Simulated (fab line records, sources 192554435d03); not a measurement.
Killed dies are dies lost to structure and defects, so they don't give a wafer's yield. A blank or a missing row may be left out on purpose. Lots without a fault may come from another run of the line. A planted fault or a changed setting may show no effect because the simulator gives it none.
fab line records | flow n5_finfet
record lots=12 wafers=32 last_day=18
route steps=1938 shown PMOS_HMC_CHANNEL_EPI@68 FIN_SAQP@94 PASSIVATION@1936
lots that met no fault: from a run of the same line without faults
start_h: hours from the record's first day to the start of the lot's first wafer shown | wait_h: hours since the lot's step before | " the same as in the row above | L1.1+2: a row that stands for several wafers | - no value, or no start given | * or withheld: withheld | < > ~ a bound
route shown NAME@n: a module of which the file shows steps, and the number in the route of the first | usual: mean/standard deviation of fault-free wafers | same: alike in all rows | chamber/n: place in a boat | sites: the reading at each site | _std_site: their standard deviation | _edge_site: outer sites' mean less inner sites' | radius_mm: how far each site lies from the wafer's centre | mask NAME#n: copy n | behind: the tool/chamber that last shaped the wafer | hold: why the lot was held/for how many hours/how that ended | device: the transistor (n, p or np) that didn't switch | end of line: the same wafers' tests at the end of the route | a step without rows: its recipe alone | killed: dies lost to structure and defects at the first sort, not the wafer's yield | map: a wafer's dies, x killed, . not, _ none there
set.NAME: the setting as run; set.NAME@STEP: as run at that earlier step | model.NAME: the simulator's own value behind a step, which no gauge read
steps of the route over a sample of lots; a table a step, a row a wafer
services: from which hour (start_h, from the record's first day; less than 0 if before it) a tool's chamber was out of use, for how many hours, and why
## steps
# step N5_PMOS_HMC_CHANNEL_EPI_DESCUM_14
# recipe chemistry=O2 time_s=7.9 source_power_w=50 bias_power_w=20 pressure_mtorr=20 rf_frequency_hz=2.712e+07 temp_c=40 resist=CAR-ArF-block o2_flow_sccm=225
# usual bias_power_w=19.99/0.06 chamber_pressure_mTorr=19.998/0.019 drypump_motor_current_A=5.7/0.41 oes_product_au=0.78/0.082 rf_vpp_V=243.1/1.4 showerhead_plenum_p_Torr=2.09/0.078 throttle_valve_pct=20.47/0.25
# same time_s=7.9
# columns lot.wafer tool chamber start_h wait_h bias_power_w chamber_pressure_mTorr drypump_motor_current_A oes_product_au rf_hours_counter_h rf_vpp_V showerhead_plenum_p_Torr throttle_valve_pct
L560.2 rie_diel-03 2 41.81 0.2 20.02 19.989 5.7 0.95 11 243.6 2.14 20.31
L560.3 " 1 " " 20.01 20.004 5.8 0.72 219 243.6 2.15 20.61
L560.6 " 0 " " 19.84 19.972 5.4 0.76 - 242.8 2.12 20.94
L561.2 rie_diel-02 1 48.77 0.5 20.04 19.999 5.2 0.68 243 242.8 2.06 20.37
L561.3 " 0 " " 20.00 19.978 5.0 0.83 105 240.0 1.94 20.48
L561.4 " 2 " " 20.05 20.013 5.8 0.70 179 243.1 2.07 20.16
L562.2 rie_diel-03 3 53.85 0.0 20.01 19.983 6.3 0.85 61 245.7 2.21 20.38
L562.4 " 0 " " 20.03 20.026 5.4 0.75 143 243.7 2.12 20.93
L562.5 " 0 " " 20.09 20.002 5.4 0.75 - 243.6 2.12 20.93
L563.5 rie_diel-02 2 60.51 0.0 19.94 19.992 5.8 0.71 - 242.2 2.07 20.15
L563.6 " 1 " " 19.98 20.003 5.2 0.68 - 244.5 2.06 20.35
L565.4 rie_diel-02 3 71.69 0.3 20.12 19.961 5.4 0.76 122 243.4 2.11 20.47
L565.5 " 0 " " 19.98 20.010 5.0 0.83 - 240.9 1.94 20.50
L565.6 " 1 " " 19.96 20.023 5.2 0.67 - 243.4 2.06 20.36
L566.2 rie_diel-03 0 77.63 0.4 20.04 20.025 5.4 0.75 152 243.6 2.11 20.95
L566.4 " 1 " " 19.96 20.001 5.8 0.70 231 244.5 2.15 20.65
L566.6 " 3 " " 20.02 20.026 6.3 0.85 - 244.2 2.21 20.40
L567.1 rie_diel-03 1 83.42 0.5 19.98 20.024 5.8 0.71 233 242.9 2.15 20.65
L567.4 " 0 " " 20.10 20.004 5.4 0.75 154 243.7 2.11 20.95
L567.5 " 2 " " 20.02 20.009 5.7 0.90 - 241.7 2.13 20.33
L568.1 rie_diel-02 0 90.99 0.0 20.02 19.974 5.0 0.81 122 240.6 1.94 20.52
L568.6 " 2 " " 19.96 20.000 5.8 0.70 - 243.0 2.06 20.17
L569.2 rie_diel-02 2 96.01 0.2 19.88 19.979 5.7 0.71 199 242.8 2.06 20.17
L569.3 " 0 " " 19.95 19.993 5.0 0.81 124 240.8 1.94 20.52
L577.2 rie_diel-04 1 146.09 0.0 20.00 20.026 6.2 0.82 85 243.9 2.10 20.17
L577.4 " 1 " " 20.04 20.012 6.2 0.81 - 242.8 2.09 20.17
L577.5 " 2 " " 19.92 19.990 5.5 0.67 - 244.7 2.17 20.78
L578.4 rie_diel-03 0 150.70 0.0 20.07 20.034 5.4 0.73 - 242.5 2.11 20.99
L578.6 " 2 " " 20.04 20.042 5.7 0.86 - 244.9 2.12 20.37
L579.2 rie_diel-03 0 156.18 0.1 20.11 19.998 5.4 0.72 177 243.0 2.11 20.97
L579.3 " 3 " " 19.96 19.977 6.3 0.82 93 243.7 2.20 20.42
L579.5 " 2 " " 19.99 19.990 5.7 0.85 - 244.3 2.12 20.36
# step N5_PMOS_HMC_CHANNEL_EPI_ETCH_32
# recipe chemistry=N2/H2 target=BARC stop_on=SiO2 target_depth_a=858 over_etch_frac=0.3 time_s=50.3 ion_energy_ev=200 mask_material=CAR-ArF-block pressure_mtorr=30 source_w=840 bias_w=150 n2_flow_sccm=200 h2_flow_sccm=200
# usual chamber_pressure_mTorr=30.003/0.027 drypump_motor_current_A=5.7/0.41 h2_flow_sccm=200.0/0.61 oes_product_au=0.67/0.066 rf_vpp_V=523.9/2.8 showerhead_plenum_p_Torr=2.54/0.093 throttle_valve_pct=17.92/0.19
# same time_s=50.3
# columns lot.wafer tool chamber start_h wait_h chamber_pressure_mTorr drypump_motor_current_A h2_flow_sccm oes_product_au rf_hours_counter_h rf_vpp_V showerhead_plenum_p_Torr throttle_valve_pct
L560.2 rie_diel-03 2 41.84 0.0 30.004 5.7 199.1 0.79 11 526.9 2.60 17.75
L560.3 " 1 " " 30.018 5.8 200.2 0.60 219 526.3 2.64 18.21
L560.6 " 0 " " 29.997 5.4 200.5 0.65 - 523.1 2.55 18.26
L561.2 rie_diel-02 1 48.80 0.0 30.037 5.2 199.8 0.58 243 525.0 2.50 17.92
L561.3 " 0 " " 30.027 5.0 200.2 0.70 105 518.5 2.38 17.97
L561.4 " 2 " " 30.001 5.8 199.5 0.62 179 524.0 2.54 17.83
L562.2 rie_diel-03 3 53.89 0.0 30.024 6.3 200.3 0.74 61 528.4 2.69 17.75
L562.4 " 0 " " 30.032 5.4 199.9 0.64 143 523.6 2.55 18.24
L562.5 " 0 " " 29.986 5.4 198.7 0.64 - 524.0 2.54 18.26
L563.5 rie_diel-02 2 60.55 0.0 30.006 5.8 200.1 0.62 - 522.8 2.54 17.84
L563.6 " 1 " " 29.993 5.2 200.6 0.58 - 523.2 2.50 17.94
L565.4 rie_diel-02 3 71.72 0.0 29.947 5.4 199.8 0.66 122 525.1 2.55 17.77
L565.5 " 0 " " 30.032 5.0 199.5 0.69 - 518.6 2.37 18.00
L565.6 " 1 " " 30.009 5.2 199.9 0.58 - 521.4 2.50 17.96
L566.2 rie_diel-03 0 77.67 0.0 30.001 5.4 199.4 0.64 152 523.2 2.54 18.28
L566.4 " 1 " " 30.042 5.8 199.7 0.60 231 526.0 2.63 18.23
L566.6 " 3 " " 30.041 6.3 200.3 0.73 - 527.8 2.68 17.76
L567.1 rie_diel-03 1 83.46 0.0 29.970 5.8 199.9 0.59 233 524.7 2.63 18.22
L567.4 " 0 " " 30.006 5.4 200.8 0.64 154 523.9 2.54 18.27
L567.5 " 2 " " 30.016 5.7 201.1 0.77 - 526.2 2.60 17.78
L568.1 rie_diel-02 0 91.02 0.0 30.016 5.0 198.4 0.68 122 520.0 2.37 18.00
L568.6 " 2 " " 29.991 5.8 201.1 0.60 - 521.5 2.53 17.85
L569.2 rie_diel-02 2 96.04 0.0 29.969 5.8 199.7 0.61 199 523.4 2.53 17.85
L569.3 " 0 " " 30.006 5.0 200.9 0.68 124 518.7 2.37 17.99
L577.2 rie_diel-04 1 146.12 0.0 30.030 6.2 200.9 0.69 85 525.4 2.58 17.78
L577.4 " 1 " " 30.000 6.2 200.1 0.69 - 524.1 2.58 17.80
L577.5 " 2 " " 29.996 5.5 199.9 0.57 - 526.6 2.60 18.03
L578.4 rie_diel-03 0 150.74 0.0 30.006 5.4 201.0 0.63 - 523.4 2.53 18.32
L578.6 " 2 " " 29.971 5.7 200.2 0.74 - 525.1 2.59 17.83
L579.2 rie_diel-03 0 156.22 0.0 29.977 5.4 200.4 0.63 177 524.3 2.53 18.31
L579.3 " 3 " " 29.993 6.3 200.7 0.70 93 527.3 2.67 17.80
L579.5 " 2 " " 29.969 5.7 198.8 0.73 - 525.2 2.59 17.81
# step N5_FIN_SAQP_ALD_61
# recipe material=SiO2 target_thk_a=40 temp_c=300 ald_precursor_family=BDEAS ald_co_reactant=O2-plasma pulse_time_s=1 purge_time_s=2 co_reactant_purge_time_s=2 ald_cycles=43 pressure_torr=2
# usual ald_cycles=43/0 heater_power_w=457/42 precursor_pulse_height_rel=1.001/0.021
# columns lot.wafer tool chamber start_h wait_h ald_cycles heater_power_w precursor_pulse_height_rel
L560.2 ald_sin-03 1 44.73 0.0 43 472 0.987
L560.3 " 0 " " 43 458 0.989
L560.6 " 2 " " 43 496 0.990
L561.2 ald_sin-02 0 51.81 0.2 43 424 0.988
L561.3 " 1 " " 43 445 1.034
L561.4 " 3 " " 43 566 0.989
L562.2 ald_sin-04 2 56.74 0.0 43 476 1.036
L562.4 " 0 " " 43 452 0.962
L562.5 " 0 " " 43 454 1.024
L563.5 ald_sin-03 1 63.46 0.1 43 471 0.992
L563.6 " 0 " " 43 471 0.993
L565.4 ald_sin-03 1 74.56 0.0 43 481 0.973
L565.5 " 1 " " 43 480 0.968
L565.6 " 0 " " 43 458 1.021
L566.2 ald_sin-03 1 80.60 0.0 43 484 0.996
L566.4 " 3 " " 43 419 1.012
L566.6 " 2 " " 43 480 1.032
L567.1 ald_sin-03 2 88.31 1.7 58 483 0.994
L567.4 " 1 " " 43 466 0.997
L567.5 " 0 " " 43 448 1.009
L568.1 ald_sin-03 2 93.85 0.0 58 495 0.978
L568.6 " 2 " " 43 501 1.020
L569.2 ald_sin-03 2 99.70 0.8 58 476 0.986
L569.3 " 0 " " 43 468 1.020
L577.2 ald_sin-04 0 149.13 0.2 43 454 1.016
L577.4 " 1 " " 43 427 1.002
L577.5 " 1 " " 43 424 1.004
L578.4 ald_sin-02 2 153.76 0.0 43 386 1.001
L578.6 " 3 " " 43 530 1.019
L579.2 ald_sin-04 3 159.05 0.0 43 489 1.005
L579.3 " 0 " " 43 446 0.996
L579.5 " 1 " " 43 411 0.989
# step N5_FIN_SAQP_HM_DEP_72
# recipe material=SiO2 target_thk_a=120 temp_c=400 precursor=SiH4/N2O pressure_torr=0.75 rf_w=275 time_s=7.2
# usual heater_power_w=760/77 showerhead_plenum_p_Torr=8.11/0.14
# same time_s=7.2
# columns lot.wafer tool chamber start_h wait_h heater_power_w showerhead_plenum_p_Torr
L560.2 pecvd-01 0 45.50 0.0 815 8.06
L560.3 " 1 " " 762 7.87
L560.6 " 1 " " 760 7.86
L561.2 pecvd-02 2 52.57 0.0 770 8.12
L561.3 " 0 " " 705 8.04
L561.4 " 2 " " 754 8.13
L562.2 pecvd-02 2 57.49 0.0 756 8.09
L562.4 " 0 " " 789 8.04
L562.5 " 1 " " 675 8.26
L563.5 pecvd-03 1 64.15 0.1 844 8.35
L563.6 " 2 " " 919 8.12
L565.4 pecvd-01 1 75.34 0.1 682 7.86
L565.5 " 0 " " 850 8.05
L565.6 " 2 " " 818 7.97
L566.2 pecvd-01 0 81.38 0.0 763 8.06
L566.4 " 1 " " 732 7.84
L566.6 " 0 " " 773 8.08
L567.1 pecvd-03 0 89.13 0.0 727 8.24
L567.4 " 2 " " 866 8.11
L567.5 " 0 " " 710 8.25
L568.1 pecvd-03 1 94.84 0.0 758 8.37
L568.6 " 0 " " 742 8.23
L569.2 pecvd-02 1 100.54 0.0 693 8.26
L569.3 " 2 " " 622 8.12
L577.2 pecvd-02 2 149.88 0.0 733 8.13
L577.4 " 1 " " 755 8.28
L577.5 " 0 " " 765 8.05
L578.4 pecvd-02 2 154.54 0.1 743 8.10
L578.6 " 1 " " 734 8.28
L579.2 pecvd-03 2 159.86 0.0 839 8.12
L579.3 " 0 " " 755 8.25
L579.5 " 0 " " 761 8.23
# step N5_PASSIVATION_PROBE_49
# usual killed_at_M0_to_M3=31/11 killed_at_M4_up=14/5.1 killed_at_contacts=12/5.6 killed_at_front_end=42/12 killed_at_other=3.8/2.9 killed_dies=103/18 killed_open=67/14 killed_short=33/8
# same gross_dies=1180 killed_at_back_side=0
# columns lot.wafer tool chamber start_h wait_h killed_at_M0_to_M3 killed_at_M4_up killed_at_contacts killed_at_front_end killed_at_other killed_dies killed_open killed_short
L567.4 prober-01 - 364.79 0.2 40 14 7 51 11 123 73 40
# killed by level:class
L567.4 BEOL_M3:geometric_particle:open=11 STI_FIN_REVEAL:geometric_particle:open=10 BEOL_M0_SAQP:geometric_particle:open=9 BEOL_M0_SAQP:geometric_particle:short=9 HKMG_FIN:area_etch=9 FIN_SAQP:geometric_particle:short=8 BEOL_M2:geometric_particle:open=7 FIN_SAQP:geometric_particle:open=5
## services
# columns tool chamber start_h hours kind
rie_diel-02 3 27.58 6.2 repair
rie_diel-03 2 32.31 2.2 repair
pecvd-02 - 40.01 0.6 repair
rie_diel-04 - 69.57 28.1 pm
rie_diel-02 1 73.75 - clean
rie_diel-02 1 73.75 - consumable_replace:focus_ring
rie_diel-02 1 73.75 19.5 scheduled_down
rie_diel-02 1 73.75 19.5 vent_cycle
ald_sin-04 3 78.90 5.6 repair
pecvd-01 2 81.98 10.8 repair
ald_sin-04 2 82.36 6.0 repair
ald_sin-02 - 85.25 14.0 pm
pecvd-02 - 92.09 3.4 repair
rie_diel-02 - 102.59 2.8 pm
pecvd-03 - 122.25 2.5 repair
pecvd-01 - 132.82 0.8 repair
pecvd-03 - 133.85 2.2 repair
rie_diel-03 1 144.94 3.3 repair
rie_diel-03 1 148.25 - clean
rie_diel-03 1 148.25 - consumable_replace:esc
rie_diel-03 1 148.25 - consumable_replace:focus_ring
rie_diel-03 1 148.25 23.6 scheduled_down
rie_diel-03 1 148.25 23.6 vent_cycle
ald_sin-03 1 155.05 4.3 repair
## key
first_sign step=N5_FIN_SAQP_ALD_61 reading=ald_cycles direction=up sigmas=99+ usual=* struck=*
effect none on later readings
met_at N5_FIN_SAQP_ALD_61
struck_lots L567,L568,L569
struck_wafers L567.1,L568.1,L569.2
tester_left_out L567,L568,L569
not_acting_at N5_PMOS_HMC_CHANNEL_EPI_DESCUM_14,N5_PMOS_HMC_CHANNEL_EPI_ETCH_32,N5_FIN_SAQP_HM_DEP_72
onset_between 80.60 88.31
fault kind=process_parameter_drift tool=ald_sin-03 chamber=- onset_h=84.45 steps=N5_FIN_SAQP_ALD_61 channel=ald_cycles offset=* shape=step end_h=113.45 scope=struck_wafers_only acts_in=* stated=*
# tester_left_out: of these lots the tester's yield and bins aren't shown, on N5 and GAA mostly nor the transistor test; their killed dies are dies lost to structure and defects alone, not to doping, threshold or leakage, so they don't give the yield
